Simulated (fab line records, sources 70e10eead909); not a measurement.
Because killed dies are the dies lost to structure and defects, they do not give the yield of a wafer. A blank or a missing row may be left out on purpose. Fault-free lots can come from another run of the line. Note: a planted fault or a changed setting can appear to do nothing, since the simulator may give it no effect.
Chamber matching | flow nand harc | 4 sister chambers for NHARC_A_STAIRCASE_DESCUM_219 on rie diel-04
The step chemistry O2, time 3 s. 18 wafers are shown with their chamber, then 9 later ones without.

## WAFERS PAIRED WITH THEIR CHAMBERS
wafer  | chamber | drypump motor current A (A) | showerhead plenum p Torr (Torr) | oes product au (a.u.)
L076.4 | 3       | 5.2                         | 1.98                            | 1.016
L076.5 | 0       | 5.8                         | 1.92                            | 0.997
L076.6 | 1       | 4.8                         | 1.83                            | 1.022
L075.3 | 3       | 5.3                         | 1.98                            | 1.007
L075.4 | 2       | 5.8                         | 2.04                            | 1.014
L075.5 | 1       | 4.8                         | 1.82                            | 1.015
L077.1 | 2       | 5.8                         | 2.04                            | 0.998
L077.2 | 1       | 4.8                         | 1.82                            | 0.998
L077.4 | 3       | 5.3                         | 1.97                            | 0.995
L083.1 | 0       | 5.8                         | 1.91                            | 0.986
L083.4 | 1       | 4.8                         | 1.82                            | 1.008
L083.6 | 2       | 5.8                         | 2.04                            | 0.997
L086.3 | 0       | 5.8                         | 1.91                            | 0.990
L086.4 | 3       | 5.3                         | 1.97                            | 0.988
L086.6 | 3       | 5.3                         | 1.97                            | 1.002
L089.2 | 2       | 5.8                         | 2.03                            | 1.005
L089.3 | 3       | 5.3                         | 1.96                            | 1.003
L089.5 | 1       | 4.8                         | 1.81                            | 1.013

SIGNATURES (averages over the wafers above)
reading                  | chamber 0 | chamber 1 | chamber 2 | chamber 3 | scatter within a chamber
drypump motor current A  | 5.800     | 4.800     | 5.800     | 5.283     | 0.0244
showerhead plenum p Torr | 1.9133    | 1.8200    | 2.0375    | 1.9717    | 0.00668
oes product au           | 0.99100   | 1.01120   | 1.00350   | 1.00183   | 0.00859
Rule: for each reading, subtract the chamber's mean from the wafer's reading, divide by that reading's scatter and square the result; add these up over the readings and take the root, which gives the wafer's distance from the chamber. The wafer belongs to the nearest chamber; if the next one is less than 2 further off, it can't be placed. The scatter is the square root of a quotient: the sum, over the shown wafers, of each reading's squared deviation from its chamber's mean, divided by wafers minus chambers.

## WAFERS WITHOUT THEIR CHAMBER
wafer  | drypump motor current A (A) | showerhead plenum p Torr (Torr) | oes product au (a.u.)
L088.2 | 4.8                         | 1.81                            | 1.009
L088.5 | 5.8                         | 1.90                            | 0.997
L088.6 | 5.3                         | 1.96                            | 1.010
L093.4 | 5.8                         | 2.03                            | 0.999
L093.5 | 5.8                         | 1.90                            | 0.993
L093.6 | 5.8                         | 2.03                            | 1.007
L094.1 | 5.8                         | 2.03                            | 1.007
L094.3 | 5.8                         | 1.90                            | 1.008
L094.4 | 5.8                         | 1.90                            | 1.005

## CHAMBER TAKEN BY EACH
wafer  | from the rows above | in truth
L088.2 | 1                   | 1
L088.5 | 0                   | 0
L088.6 | 3                   | 3
L093.4 | 2                   | 2
L093.5 | 0                   | 0
L093.6 | 2                   | 2
L094.1 | 2                   | 2
L094.3 | 0                   | 0
L094.4 | 0                   | 0
9 of 9 placed correctly. From these rows, 0 cannot be placed. Wrongly placed: 0.
